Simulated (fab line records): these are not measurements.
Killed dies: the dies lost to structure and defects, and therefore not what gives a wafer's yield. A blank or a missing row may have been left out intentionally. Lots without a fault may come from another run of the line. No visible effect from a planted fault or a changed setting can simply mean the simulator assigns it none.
Which of the tools did it? / flow nand-harc / 11 lots with 33 wafers sampled at 5 steps, on a route of 1302 steps

== WHAT THE GAUGES READ, wafer by wafer ==
NHARC_A_BONDPAD_THK_MEAS_30: measures by ellipsometry.
lot=L076; measured=day 23 17:22; on=film-metro-02; thk-nm (nm)=201.2 197.7 199.4
lot=L077; measured=day 23 20:23; on=film-metro-01; thk-nm (nm)=197.2 199.7 200.5
lot=L079; measured=day 24 18:24; on=film-metro-02; thk-nm (nm)=200.4 197.9 197.8
lot=L082; measured=day 26 04:14; on=film-metro-01; thk-nm (nm)=200.0 200.2 200.4
lot=L085; measured=day 28 04:33; on=film-metro-02; thk-nm (nm)=199.8 198.3 201.4
lot=L086; measured=day 28 12:55; on=film-metro-02; thk-nm (nm)=196.7 199.9 198.1
lot=L090; measured=day 29 21:28; on=film-metro-02; thk-nm (nm)=200.3 199.6 203.5
lot=L089; measured=day 30 04:29; on=film-metro-01; thk-nm (nm)=198.8 196.5 200.1
lot=L094; measured=day 31 01:53; on=film-metro-02; thk-nm (nm)=200.0 198.5 201.9
lot=L096; measured=day 31 07:32; on=film-metro-01; thk-nm (nm)=200.8 197.9 199.4
lot=L097; measured=day 32 17:36; on=film-metro-02; thk-nm (nm)=200.3 199.0 196.2

== EACH LOT AND THE TOOL THAT RAN IT (in order: tool; ch and the chambers of the sampled wafers; start) ==
lot=L076; NHARC_A_BLC_STRIP_29=rie-diel-12 ch 1,3, day 23 06:22; NHARC_A_M0_STRIP_18=rie-diel-11 ch 1,2, day 23 09:47; NHARC_A_M0_PVD_21=pvd-sputter-01, day 23 12:02 or earlier; NHARC_A_M0_DEP_32=pecvd-02 ch 0,1, day 23 12:02
lot=L077; NHARC_A_BLC_STRIP_29=rie-diel-01 ch 0,2,3, day 23 09:38; NHARC_A_M0_STRIP_18=rie-diel-06 ch 0,1,3, day 23 12:56; NHARC_A_M0_PVD_21=pvd-sputter-02, day 23 15:10 or earlier; NHARC_A_M0_DEP_32=pecvd-02 ch 0,2, day 23 15:10
lot=L079; NHARC_A_BLC_STRIP_29=rie-diel-12 ch 0,2,3, day 24 07:17; NHARC_A_M0_STRIP_18=rie-diel-03 ch 1,2,3, day 24 10:41; NHARC_A_M0_PVD_21=pvd-sputter-01, day 24 12:59 or earlier; NHARC_A_M0_DEP_32=pecvd-03 ch 0,1,2, day 24 12:59
lot=L082; NHARC_A_BLC_STRIP_29=rie-diel-12 ch 0,2, day 25 16:59; NHARC_A_M0_STRIP_18=rie-diel-06 ch 0,1,2, day 25 20:23; NHARC_A_M0_PVD_21=pvd-sputter-01, day 25 22:41 or earlier; NHARC_A_M0_DEP_32=pecvd-03 ch 1,2, day 25 22:41
lot=L085; NHARC_A_BLC_STRIP_29=rie-diel-12 ch 0,1,2, day 27 17:11; NHARC_A_M0_STRIP_18=rie-diel-06 ch 1,2,3, day 27 20:56; NHARC_A_M0_PVD_21=pvd-sputter-01, day 27 23:19 or earlier; NHARC_A_M0_DEP_32=pecvd-02 ch 0,1, day 27 23:19
lot=L086; NHARC_A_BLC_STRIP_29=rie-diel-01 ch 0,1,3, day 28 01:44; NHARC_A_M0_STRIP_18=rie-diel-11 ch 0,2,3, day 28 05:10; NHARC_A_M0_PVD_21=pvd-sputter-01, day 28 07:35 or earlier; NHARC_A_M0_DEP_32=pecvd-03 ch 0,1,2, day 28 07:35
lot=L090; NHARC_A_BLC_STRIP_29=rie-diel-12 ch 1,2, day 29 10:15; NHARC_A_M0_STRIP_18=rie-diel-03 ch 0,2, day 29 13:38; NHARC_A_M0_PVD_21=pvd-sputter-02, day 29 16:03 or earlier; NHARC_A_M0_DEP_32=pecvd-01 ch 0,1,2, day 29 16:03
lot=L089; NHARC_A_BLC_STRIP_29=rie-diel-12 ch 0,3, day 29 17:32; NHARC_A_M0_STRIP_18=rie-diel-06 ch 1,3, day 29 20:52; NHARC_A_M0_PVD_21=pvd-sputter-03, day 29 23:05 or earlier; NHARC_A_M0_DEP_32=pecvd-02 ch 0,1,2, day 29 23:05
lot=L094; NHARC_A_BLC_STRIP_29=rie-diel-08 ch 1,2, day 30 15:00; NHARC_A_M0_STRIP_18=rie-diel-11 ch 0,1,2, day 30 18:18; NHARC_A_M0_PVD_21=pvd-sputter-03, day 30 20:34 or earlier; NHARC_A_M0_DEP_32=pecvd-03 ch 0,1, day 30 20:34
lot=L096; NHARC_A_BLC_STRIP_29=rie-diel-12 ch 1,2,3, day 30 20:44; NHARC_A_M0_STRIP_18=rie-diel-03 ch 1,2,3, day 30 23:58; NHARC_A_M0_PVD_21=pvd-sputter-01, day 31 02:13 or earlier; NHARC_A_M0_DEP_32=pecvd-01 ch 0,1, day 31 02:13
lot=L097; NHARC_A_BLC_STRIP_29=rie-diel-12 ch 1,2,3, day 32 06:38; NHARC_A_M0_STRIP_18=rie-diel-11 ch 0,1, day 32 09:59; NHARC_A_M0_PVD_21=pvd-sputter-03, day 32 12:19 or earlier; NHARC_A_M0_DEP_32=pecvd-01 ch 0,2, day 32 12:19
- NHARC_A_BLC_STRIP_29: strips in CF4.
- NHARC_A_M0_STRIP_18: strips in N2/H2.
- NHARC_A_M0_PVD_21: deposits Cu, target thk 30 nm, time 20.49 s.
- NHARC_A_M0_DEP_32: deposits SiCN, target thk 30 nm.

== THE ANSWER, worked out from the rows above alone ==
Rule: what is usual is taken from the lots themselves. The widest of any qualifying gaps counts: lots, ordered by their means at a reading, are off when they make up no more than a third of the lots, leave a main group of 4 or more, and stand apart from it by 3 or more times the standard deviation of that group's means. A main group whose means are all the same, to the digits that the tables above print for the reading, isn't used. Also off: a lot with no number at a reading for which 4 or more lots have one. Where the step has rows for the other lots, those lots are counted as sound.
No lot is off on any of the readings shown, so nothing can be concluded from this.

== WHAT WAS PUT IN BY THE SIMULATOR ==
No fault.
